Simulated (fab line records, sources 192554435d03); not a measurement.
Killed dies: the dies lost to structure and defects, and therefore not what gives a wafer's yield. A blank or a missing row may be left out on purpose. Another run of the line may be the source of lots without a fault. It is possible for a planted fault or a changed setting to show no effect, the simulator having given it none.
Which of the tools did it? ; flow n5_finfet ; at 1 step of a route of 1938, 12 lots with 36 wafers sampled

## WHAT THE GAUGES READ, wafer by wafer
N5_SDB_INSPECT_13: inspects for defects (brightfield).
lot;measured;on;raw_defect_count
L075;day 4 02:36;defect_inspect-02;68 86 86
L077;day 4 14:47;defect_inspect-01;105 75 122
L078;day 5 01:55;defect_inspect-02;60 84 81
L081;day 5 16:47;defect_inspect-02;49 79 83
L083;day 6 04:51;defect_inspect-02;70 51 28
L085;day 6 14:44;defect_inspect-01;92 67 187
L087;day 7 03:16;defect_inspect-01;82 159 94
L089;day 7 15:05;defect_inspect-02;51 85 60
L091;day 7 21:53;defect_inspect-01;48 62 60
L093;day 8 11:29;defect_inspect-02;69 149 107
L095;day 9 15:41;defect_inspect-02;86 73 159
L097;day 10 12:27;defect_inspect-01;70 70 75

## WHAT TOOL EACH LOT RAN ON (gives the tool, then ch and the chambers of the sampled wafers, and finally the start)
The record shows no process step preceding these readings.

## THE ANSWER, worked out from the rows above alone
Rule: the usual values come from the lots themselves. The widest of any qualifying gaps counts: lots, ordered by their means at a reading, are off when they make up no more than a third of the lots, leave a main group of 4 or more, and stand apart from it by 3 or more times the standard deviation of that group's means. Not used: any main group whose means are identical at the precision the tables above print for the reading. A lot without any number at a reading at which 4 lots or more have one is off too. All remaining lots with rows at the step are treated as sound.
No lot is off at any reading shown: from this, nothing can be told.

## WHAT THE SIMULATOR PUT IN
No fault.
